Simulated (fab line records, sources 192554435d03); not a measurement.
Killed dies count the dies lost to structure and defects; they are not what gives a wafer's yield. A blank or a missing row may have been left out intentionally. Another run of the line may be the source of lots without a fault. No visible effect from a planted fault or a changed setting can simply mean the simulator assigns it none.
What tool caused it? ; flow n5 finfet ; 13 lots, 38 wafers sampled, at 4 steps of a route of 1938

## WHAT EACH GAUGE READ, for each wafer
N5_BEOL_M11_CD_MEAS_11: the cd target is 64.1 nm. Usual: cd nm 64.1 nm, standard deviation 0.52.
lot;measured;on;cd nm (nm);flag
L243;day 10 06:38;cd sem-03;63.6 64.2;
L244;day 10 15:50;cd sem-03;64.1 64.7 65.2;
L248;day 11 06:08;cd sem-01;63.6 64.3 64.2;
L249;day 12 01:22;cd sem-01;64.0 63.9 64.4;
L251;day 12 12:58;cd sem-02;64.1 65.0 63.8;
L253;day 12 22:50;cd sem-02;64.7 64.6 64.9;
L252;day 12 23:32;cd sem-03;63.6 64.5 64.1;
L255;day 13 02:34;cd sem-01;63.5 64.3 63.6;
L254;day 13 12:49;cd sem-01;64.1 63.7 64.3;
L259;day 14 10:41;cd sem-02;63.5 64.0 63.7;
L262;day 15 09:24;cd sem-03;64.0 63.9 64.4;
L263;day 15 13:14;cd sem-01;64.1 64.0 64.1;
L266;day 16 19:20;cd sem-02;63.5 63.6 64.3;

## TOOL THAT RAN EACH LOT (tool first, then ch and the chambers of the sampled wafers, then the start)
lot;N5_BEOL_M10_SURFACE_TREAT_76;N5_BEOL_M11_HM_DEP_02;N5_BEOL_M11_COAT_59
L243;pvd sputter-03, day 10 03:18;pvd sputter-03, day 10 06:08;litho track-02 ch 0, day 10 06:16
L244;pvd sputter-03, day 10 11:29;pvd sputter-02, day 10 15:28;litho track-04 ch 0, day 10 15:36
L248;pvd sputter-03, day 11 01:44;pvd sputter-02, day 11 05:38;litho track-04 ch 0, day 11 05:46
L249;pvd sputter-02, day 11 21:06;pvd sputter-01, day 12 00:52;litho track-01 ch 0, day 12 01:00
L251;pvd sputter-02, day 12 07:03;pvd sputter-03, day 12 12:28;litho track-01 ch 0, day 12 12:36
L253;pvd sputter-01, day 12 19:54;pvd sputter-01, day 12 22:20;litho track-04 ch 0, day 12 22:28
L252;pvd sputter-01, day 12 20:19;pvd sputter-01, day 12 23:10;litho track-01 ch 0, day 12 23:17
L255;pvd sputter-01, day 12 23:24;pvd sputter-01, day 13 02:05;litho track-01 ch 0, day 13 02:12
L254;pvd sputter-03, day 13 05:26;pvd sputter-02, day 13 12:26;litho track-02 ch 0, day 13 12:34
L259;pvd sputter-01, day 14 05:46;pvd sputter-03, day 14 10:19;litho track-02 ch 0, day 14 10:27
L262;pvd sputter-02, day 15 06:14;pvd sputter-02, day 15 08:54;litho track-04 ch 0, day 15 09:02
L263;pvd sputter-02, day 15 09:00;pvd sputter-01, day 15 12:45;litho track-04 ch 0, day 15 12:53
L266;pvd sputter-03, day 16 13:43;pvd sputter-02, day 16 18:50;litho track-02 ch 0, day 16 18:57
- N5_BEOL_M10_SURFACE_TREAT_76
- N5_BEOL_M11_HM_DEP_02: deposits TiN, target thk 20 nm.
- N5_BEOL_M11_COAT_59: time 60 s, resist thk 100 nm.

## WHAT THE TOOLS THEMSELVES READ (means of the sampled wafers that have a number; where no wafer has one, the mark that the record gives instead)
N5_BEOL_M11_HM_DEP_02. Usual: throttle valve pct 30.1 %, standard deviation 1.2.
lot;tool;throttle valve pct (%);flag
L243;pvd sputter-03;30.5;
L244;pvd sputter-02;28.8;
L248;pvd sputter-02;30.0;
L249;pvd sputter-01;30.4;
L251;pvd sputter-03;30.8;
L253;pvd sputter-01;31.3;
L252;pvd sputter-01;29.5;
L255;pvd sputter-01;29.1;
L254;pvd sputter-02;30.1;
L259;pvd sputter-03;30.1;
L262;pvd sputter-02;29.5;
L263;pvd sputter-01;30.7;
L266;pvd sputter-02;31.2;

N5_BEOL_M11_COAT_59. Usual: resist line temp C 22.98 C, standard deviation 0.12; spin speed rpm 1500.1 rpm, standard deviation 0.98.
lot;tool;resist line temp C (C);spin speed rpm (rpm);flag
L243;litho track-02;23.11;1499.6;
L244;litho track-04;22.99;1498.5;
L248;litho track-04;22.86;1500.5;
L249;litho track-01;23.09;1500.4;
L251;litho track-01;22.93;1499.9;
L253;litho track-04;23.02;1501.3;
L252;litho track-01;22.77;1501.2;
L255;litho track-01;22.87;1499.6;
L254;litho track-02;23.03;1500.0;
L259;litho track-02;22.84;1500.0;
L262;litho track-04;23.06;1380.3;OFF
L263;litho track-04;23.02;1380.4;OFF
L266;litho track-02;22.94;1500.1;

## THE ANSWER, worked out from the rows above alone
Rule: a lot counts as off when the mean over its wafers that have a number is more than 3 standard deviations away from the usual mean. A lot without any number at a reading at which 4 lots or more have one is off too. Where the step has rows for the other lots, those lots are counted as sound. Order of review: gauges by route order, followed by the tools' own readings, for which a lot's mean as printed above is used. The first step at which some lot is off is used, and at that step the reading that is off furthest; a lot without a number counts as furthest.
Off: L262, L263, at N5_BEOL_M11_COAT_59 (spin speed rpm).
If a tool, at that step or one of the process steps before it, ran each lot that is off and ran no sound lot following the first of them, it fits. Can't be told from this: 2 tools fit, pvd sputter-02 at N5_BEOL_M10_SURFACE_TREAT_76, litho track-04 at N5_BEOL_M11_COAT_59.

## WHAT HAD BEEN PUT IN BY THE SIMULATOR
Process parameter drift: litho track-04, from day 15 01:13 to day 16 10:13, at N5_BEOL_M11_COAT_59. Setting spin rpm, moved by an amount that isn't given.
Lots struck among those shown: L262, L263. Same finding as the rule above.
